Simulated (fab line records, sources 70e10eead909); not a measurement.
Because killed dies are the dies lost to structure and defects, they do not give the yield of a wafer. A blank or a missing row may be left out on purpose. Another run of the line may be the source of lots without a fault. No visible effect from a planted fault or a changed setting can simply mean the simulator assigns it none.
fab line records	flow nand-harc
[record] lots = 13	wafers = 39	last-day = 34
route steps=1302 shown A_CHANNEL_FILL_D1@494 A_ONON_D2@554 END@1302
lots that met no fault: taken from a fault-free run of the same line
start-h: hours from the record's first day to the start of the lot's first wafer shown	wait-h: hours since the lot's step before	" unchanged from the row above	L1.1+2: a row that stands for several wafers	- value missing, or start not given	* or withheld: withheld	< > ~ a bound
route shown NAME@n: a module of which the file shows steps, and the number in the route of the first	usual: the fault-free wafers' mean and standard deviation	same: alike in all rows	chamber/n: place in a boat	sites: readings site by site	_std_site: the standard deviation of these	_edge_site: mean of outer sites minus mean of inner sites	radius-mm: how far each site lies from the wafer's centre	mask NAME#n: copy n	behind: tool/chamber where the wafer was last shaped	hold: the reason the lot was held/the length of the hold in hours/how it ended	device: names the non-switching transistor (n, p or np)	end of line: tests run on the same wafers once the route is complete	a step given without rows: its recipe and nothing more	killed: count of dies lost to structure and defects at first sort (not the wafer's yield)	map: the dies of a wafer, with x for killed, . for not killed, _ for no die there
set.NAME: the setting as run; set.NAME@STEP: as run at that earlier step	model.NAME: the simulator's own value behind a step, which no gauge read
the route's steps for a sample of lots (tables are steps, rows are wafers)
services: when a tool's chamber went out of use (start-h, in hours from the record's first day, below 0 if earlier), for how many hours, and the reason
[[steps]]
[step NHARC_A_CHANNEL_FILL_D1_ALD_14]
[recipe] target-thk-a = 25	pulse-time-s = 10	ald-cycles = 25	temp-c = 300	material = SiO2
[usual] heater-power-w = 460/39	precursor-pulse-height-rel = 0.999/0.019
lot.wafer	tool	chamber	start-h	wait-h	heater-power-w	precursor-pulse-height-rel
L260.2	ald-hk-04	1	200.58	0.0	426	0.974
L260.3	"	0	"	"	500	0.961
L260.6	"	2	"	"	450	1.007
L262.4	ald-hk-04	2	217.86	0.0	438	0.991
L262.2	"	3	"	"	475	1.016
L262.3	"	0	"	"	515	0.980
L263.4	ald-hk-04	1	223.10	1.1	426	1.020
L263.6	"	1	"	"	428	1.017
L263.5	"	2	"	"	450	0.978
L272.4	ald-hk-02	0	319.69	0.1	397	1.019
L272.3	"	1	"	"	504	1.013
L272.6	"	0	"	"	398	1.017
L273.3	ald-hk-02	3	328.11	0.0	457	0.990
L273.4	"	1	"	"	504	1.035
L273.6	"	0	"	"	405	0.998
L274.3	ald-hk-03	1	347.65	0.0	495	1.032
L274.4	"	2	"	"	484	1.007
L274.6	"	2	"	"	501	1.008
L275.1	ald-hk-02	3	347.68	0.1	460	1.009
L275.2	"	0	"	"	390	0.973
L275.6	"	2	"	"	507	1.021
L277.3	ald-hk-03	3	355.72	0.0	486	0.991
L277.4	"	0	"	"	413	0.982
L277.6	"	3	"	"	477	1.021
L276.2	ald-hk-04	2	355.77	0.1	462	1.005
L276.3	"	0	"	"	502	0.975
L276.5	"	1	"	"	401	1.007
L278.4	ald-hk-02	3	387.38	0.8	469	1.015
L278.5	"	1	"	"	507	0.978
L278.6	"	2	"	"	501	1.004
L279.4	ald-hk-02	2	387.60	1.1	505	1.004
L279.5	"	0	"	"	408	1.000
L279.6	"	1	"	"	497	1.002
L280.2	ald-hk-04	2	400.93	0.1	456	0.982
L280.4	"	3	"	"	463	0.998
L280.1	"	1	"	"	403	1.011
L282.2	ald-hk-04	0	418.45	0.0	495	1.000
L282.3	"	2	"	"	467	0.983
L282.5	"	0	"	"	479	1.021
[step NHARC_A_CHANNEL_FILL_D1_ETCHBACK_19]
[recipe] target-depth-a = 50	time-s = 1.7	hbr-flow-sccm = 150	cl2-flow-sccm = 50	rf-w = 400	icp-w = 400	bias-w = 100	chemistry = HBr/Cl2
[usual] drypump-motor-current-A = 5.7/0.43	hbr-flow-sccm = 150.0/0.46	oes-product-au = 1.004/0.0084	rf-fwd-power-W = 390.1/1.2	throttle-valve-pct = 26.406/0.0095
lot.wafer	tool	chamber	start-h	wait-h	drypump-motor-current-A	hbr-flow-sccm	oes-product-au	rf-fwd-power-W	rf-hours-counter-h	throttle-valve-pct
L260.2	rie-si-02	3	217.70	0.4	5.6	150.4	1.004	390.8	0.57	26.411
L260.3	"	0	"	"	5.8	149.3	1.015	391.0	0.73	26.390
L260.6	"	1	"	"	5.4	149.8	1.001	390.9	-	26.393
L262.3	rie-si-03	1	235.76	0.4	5.7	150.2	0.994	391.8	0.04	26.391
L262.4	"	2	"	"	5.2	150.0	0.995	389.6	0.02	26.393
L262.2	"	0	"	"	6.6	150.2	0.998	390.0	0.04	26.400
L263.4	rie-si-03	0	240.08	0.4	6.5	150.3	0.995	388.4	0.05	26.400
L263.5	"	1	"	"	5.7	150.2	1.002	389.9	-	26.410
L263.6	"	2	"	"	5.2	149.6	1.001	391.0	-	26.395
L272.3	rie-si-04	0	336.67	0.4	6.2	149.3	1.017	389.1	0.78	26.410
L272.4	"	1	"	"	5.5	150.2	0.998	390.1	0.92	26.398
L272.6	"	3	"	"	5.5	149.6	1.022	389.7	-	26.418
L273.4	rie-si-03	2	344.94	0.4	5.2	150.3	1.000	390.3	0.78	26.413
L273.3	"	0	"	"	6.5	149.4	0.990	390.3	0.64	26.411
L273.6	"	1	"	"	5.7	150.2	0.997	388.9	-	26.411
L275.1	rie-si-02	0	364.82	0.4	5.8	149.7	0.999	389.3	0.42	26.406
L275.2	"	2	"	"	5.8	150.2	1.004	391.2	0.39	26.398
L275.6	"	1	"	"	5.4	150.3	1.004	390.9	-	26.407
L274.4	rie-si-04	2	364.83	0.4	5.1	150.6	0.999	389.3	0.07	26.410
L274.3	"	3	"	"	5.5	149.1	1.029	390.2	0.07	26.390
L274.6	"	2	"	"	5.1	151.4	1.019	390.5	-	26.422
L277.4	rie-si-03	1	373.01	0.4	5.7	150.1	0.998	388.5	0.89	26.427
L277.3	"	3	"	"	5.3	149.9	1.012	391.0	0.80	26.411
L277.6	"	0	"	"	6.6	149.9	0.998	392.3	-	26.411
L276.3	rie-si-04	2	373.02	0.4	5.1	149.9	1.012	389.3	0.10	26.393
L276.2	"	3	"	"	5.5	150.0	1.023	389.0	0.08	26.408
L276.5	"	1	"	"	5.5	149.4	1.017	390.3	-	26.417
L278.4	rie-si-04	3	409.00	0.4	5.5	151.0	1.011	390.7	0.30	26.386
L278.5	"	2	"	"	5.1	149.3	1.010	389.2	-	26.423
L278.6	"	3	"	"	5.5	150.3	1.009	389.6	-	26.397
L279.4	rie-si-02	2	409.02	0.4	5.8	149.7	1.007	390.7	0.83	26.410
L279.6	"	0	"	"	5.8	150.0	1.010	390.4	-	26.426
L279.5	"	1	"	"	5.4	149.6	1.006	387.8	-	26.415
L280.2	rie-si-03	0	420.47	0.4	6.5	149.9	1.006	389.9	0.05	26.401
L280.1	"	1	"	"	5.7	150.1	1.005	390.5	0.03	26.397
L280.4	"	2	"	"	5.2	149.7	1.000	391.8	0.06	26.407
L282.2	rie-si-04	1	436.44	0.4	5.5	150.4	1.018	391.7	0.58	26.403
L282.3	"	2	"	"	5.1	149.9	1.017	389.5	0.47	26.409
L282.5	"	1	"	"	5.5	151.1	1.007	389.6	-	26.432
[step NHARC_A_ONON_D2_THK_MEAS_14]
[recipe] thk-meas-gauge = ellipsometry
[usual] thk-nm = 1001/11
lot.wafer	tool	chamber	start-h	wait-h	thk-nm
L260.2	film-metro-02	-	284.94	-	998
L260.3	"	-	"	"	997
L260.6	"	-	"	"	997
L262.2	film-metro-01	-	295.37	-	996
L262.3	"	-	"	"	997
L262.4	"	-	"	"	997
L263.4	film-metro-01	-	298.01	-	1009
L263.5	"	-	"	"	1009
L263.6	"	-	"	"	1008
L272.3	film-metro-02	-	396.80	-	997
L272.4	"	-	"	"	999
L272.6	"	-	"	"	998
L273.3	film-metro-01	-	405.86	-	1013
L273.4	"	-	"	"	1011
L273.6	"	-	"	"	1013
L274.3	film-metro-02	-	425.41	-	1014
L274.4	"	-	"	"	1012
L274.6	"	-	"	"	1010
L275.1	film-metro-01	-	425.42	-	1002
L275.2	"	-	"	"	1004
L275.6	"	-	"	"	1004
L276.2	film-metro-01	-	437.05	-	996
L276.3	"	-	"	"	996
L276.5	"	-	"	"	997
L277.3	film-metro-02	-	437.09	-	1002
L277.4	"	-	"	"	1002
L277.6	"	-	"	"	1004
L278.4	film-metro-01	-	467.79	-	1007
L278.5	"	-	"	"	1007
L278.6	"	-	"	"	1007
L279.4	film-metro-02	-	467.80	-	974
L279.5	"	-	"	"	971
L279.6	"	-	"	"	973
L280.1	film-metro-01	-	482.91	-	989
L280.2	"	-	"	"	989
L280.4	"	-	"	"	989
L282.2	film-metro-01	-	502.35	-	991
L282.3	"	-	"	"	993
L282.5	"	-	"	"	994
[step NHARC_A_ONON_D2_DEP_22]
[recipe] target-thk-a = 10000	n2-flow-sccm = 2750	n2o-flow-sccm = 2000	nh3-flow-sccm = 500	sih4-flow-sccm = 210	temp-c = 400
lot.wafer	tool	chamber	start-h	wait-h
L260.2+3+6	pecvd-onon-01	0	295.76	0.1
L262.2+3+4	pecvd-onon-01	0	305.68	0.1
L263.4+5+6	pecvd-onon-01	0	306.15	0.2
L272.3+4+6	pecvd-onon-01	0	405.24	0.2
L273.3+4+6	pecvd-onon-02	0	413.96	0.2
L275.1+2+6	pecvd-onon-01	0	433.86	0.1
L274.3+4+6	pecvd-onon-02	0	433.95	0.2
L276.2+3+5	pecvd-onon-01	0	445.45	0.1
L277.3+4+6	pecvd-onon-02	0	445.52	0.2
L279.4+5+6	pecvd-onon-02	0	476.31	0.2
L278.4+5+6	pecvd-onon-01	0	476.31	0.2
L280.1+2+4	pecvd-onon-01	0	494.34	0.1
L282.2+3+5	pecvd-onon-01	0	512.13	0.1
[step NHARC_A_ONON_D2_THK_MEAS_24]
[recipe] thk-meas-gauge = ellipsometry
[usual] thk-nm = 1002/12
lot.wafer	tool	chamber	start-h	wait-h	thk-nm
L260.2	film-metro-02	-	296.21	-	996
L260.3	"	-	"	"	993
L260.6	"	-	"	"	996
L262.2	film-metro-02	-	306.14	-	987
L262.3	"	-	"	"	987
L262.4	"	-	"	"	1567
L263.4	film-metro-02	-	306.49	-	1568
L263.5	"	-	"	"	1569
L263.6	"	-	"	"	987
L272.3	film-metro-01	-	405.64	-	1016
L272.4	"	-	"	"	1015
L272.6	"	-	"	"	1017
L273.3	film-metro-02	-	414.36	-	1005
L273.4	"	-	"	"	1005
L273.6	"	-	"	"	1006
L274.3	film-metro-02	-	434.34	-	1008
L274.4	"	-	"	"	1009
L274.6	"	-	"	"	1009
L275.1	film-metro-01	-	434.37	-	1022
L275.2	"	-	"	"	1023
L275.6	"	-	"	"	1023
L276.2	film-metro-01	-	445.91	-	981
L276.3	"	-	"	"	984
L276.5	"	-	"	"	982
L277.3	film-metro-02	-	445.91	-	994
L277.4	"	-	"	"	995
L277.6	"	-	"	"	996
L279.4	film-metro-02	-	476.64	-	1017
L279.5	"	-	"	"	1017
L279.6	"	-	"	"	1018
L278.4	film-metro-01	-	476.65	-	1008
L278.5	"	-	"	"	1007
L278.6	"	-	"	"	1008
L280.1	film-metro-01	-	494.86	-	1016
L280.2	"	-	"	"	1015
L280.4	"	-	"	"	1015
L282.2	film-metro-01	-	512.58	-	990
L282.3	"	-	"	"	989
L282.5	"	-	"	"	992
[step NHARC_END_SORT_01]
[recipe] temp-c = 25
[usual] killed-at-array = 58/20	killed-at-other = 0.9/1.4	killed-at-periphery = 4/3.1	killed-dies = 63/20	killed-open = 3.3/1.8	killed-short = 2.4/1.5
[same] gross-dies = 677
lot.wafer	tool	chamber	start-h	wait-h	killed-at-array	killed-at-other	killed-at-periphery	killed-dies	killed-open	killed-short
L263.4	prober-01	0	603.47	3.4	673	2	2	677	0	3
L263.5	prober-01	0	604.27	3.7	675	1	1	677	3	1
L263.6	prober-01	0	605.07	4.0	73	0	7	80	2	1
L262.2	prober-02	0	604.26	2.8	59	0	3	62	3	1
L262.3	prober-02	0	605.06	3.1	66	0	2	68	3	6
L262.4	prober-02	0	605.86	3.4	675	1	1	677	4	3
// killed by level:class
L263.4 A_ONON_D2:area-dep=567 A_CHANNEL_HOLE_D2:chamber-film-flake=34 A_CHANNEL_HOLE_D1:chamber-film-flake=31 A_SLIT:chamber-film-flake=27 A_CONTACT:chamber-film-flake=8 A_CHANNEL_FILL_D2:chamber-film-flake=2 THIN_TSV:chamber-film-flake=2 A_CHANNEL_HOLE_D1:geometric-particle:short=1
L262.2 A_CHANNEL_HOLE_D1:chamber-film-flake=36 A_SLIT:chamber-film-flake=5 A_CHANNEL_HOLE_D2:chamber-film-flake=4 A_CONTACT:chamber-film-flake=4 A_STAIRCASE:chamber-film-flake=3 A_CHANNEL_FILL_D2:chamber-film-flake=2 P_GATE:chamber-film-flake=2 P_GATE:geometric-particle:open=1
L263.5 A_ONON_D2:area-dep=566 A_CHANNEL_HOLE_D2:chamber-film-flake=33 A_CHANNEL_HOLE_D1:chamber-film-flake=32 A_SLIT:chamber-film-flake=26 A_CONTACT:chamber-film-flake=7 A_CHANNEL_FILL_D2:chamber-film-flake=2 A_BONDPAD:chamber-film-flake=2 A_DECK1_JOINT:geometric-particle:open=1
L262.3 A_CHANNEL_HOLE_D1:chamber-film-flake=38 A_CHANNEL_HOLE_D2:chamber-film-flake=7 A_CHANNEL_FILL_D2:chamber-film-flake=3 A_STAIRCASE:chamber-film-flake=3 A_CONTACT:chamber-film-flake=3 A_CHANNEL_HOLE_D1:geometric-particle:short=2 A_CHANNEL_FILL_D2:geometric-particle:short=2 A_SLIT:chamber-film-flake=2
L263.6 A_CHANNEL_HOLE_D2:chamber-film-flake=26 A_CHANNEL_HOLE_D1:chamber-film-flake=19 A_SLIT:chamber-film-flake=13 A_CONTACT:chamber-film-flake=5 P_GATE:chamber-film-flake=3 A_CHANNEL_FILL_D1:chamber-film-flake=2 A_DECK1_JOINT:chamber-film-flake=2 A_STAIRCASE:chamber-film-flake=2
L262.4 A_ONON_D2:area-dep=616 A_CHANNEL_HOLE_D1:chamber-film-flake=39 A_CHANNEL_HOLE_D2:chamber-film-flake=6 A_CONTACT:chamber-film-flake=3 A_CHANNEL_FILL_D1:chamber-film-flake=2 A_CHANNEL_FILL_D1:geometric-particle:open=1 A_DECK1_JOINT:geometric-particle:open=1 A_ONON_D2:geometric-particle:short=1
[[services]]
tool	chamber	start-h	hours	kind
pecvd-onon-02	-	185.27	13.0	pm
rie-si-04	1	192.68	4.9	repair
rie-si-03	-	221.00	9.0	pm
rie-si-04	2	226.63	9.3	repair
ald-hk-02	-	241.35	0.9	repair
rie-si-03	-	249.28	1.6	repair
pecvd-onon-01	-	269.00	13.0	pm
rie-si-02	-	277.00	9.0	pm
rie-si-03	-	285.09	2.6	repair
rie-si-04	3	295.15	8.4	repair
rie-si-03	0	318.34	12.8	repair
rie-si-04	-	342.00	9.0	pm
rie-si-03	1	347.24	8.5	repair
pecvd-onon-02	-	366.27	13.0	pm
rie-si-04	3	389.40	3.8	repair
rie-si-03	-	398.00	9.0	pm
rie-si-03	1	427.55	1.3	repair
ald-hk-04	-	434.03	10.0	pm
rie-si-03	3	435.82	32.4	repair
rie-si-03	1	440.85	1.2	repair
pecvd-onon-01	-	450.00	13.0	pm
rie-si-02	-	454.00	9.0	pm
rie-si-02	2	475.04	4.1	repair
rie-si-03	3	493.70	9.9	repair
[[key]]
[first-sign] step = NHARC_A_ONON_D2_THK_MEAS_24	reading = thk-nm	direction = up	sigmas = 49	usual = 1002	struck = 1568
[effect] step = NHARC_END_SORT_01	reading = killed-at-array	direction = up	sigmas = 32	usual = 58	struck = 674
[more-kills-born-at] NHARC_A_ONON_D2_DEP_22@pecvd-onon-01 = 1749
met-at NHARC_A_ONON_D2_DEP_22
struck-lots L262,L263
struck-wafers L262.4,L263.4,L263.5
later-rows-left-out L262.4,L263.4,L263.5
tester-left-out L262,L263
not-acting-at NHARC_A_CHANNEL_FILL_D1_ALD_14,NHARC_A_CHANNEL_FILL_D1_ETCHBACK_19,NHARC_A_ONON_D2_THK_MEAS_14
[fault] kind = process-parameter-drift	tool = pecvd-onon-01	chamber = -	onset-h = 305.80	steps = NHARC_A_ONON_D2_DEP_22	channel = target-thk-a	offset = *	shape = step	end-h = 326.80	scope = struck-wafers-only	acts-in = *	stated = *
// tester-left-out: of these lots the tester's yield and bins aren't shown, on N5 and GAA mostly nor the transistor test; their killed dies are dies lost to structure and defects alone, not to doping, threshold or leakage, so they don't give the yield
// later-rows-left-out: the simulator's readings of these wafers behind a module that went badly wrong aren't trusted and aren't shown, but for the sort
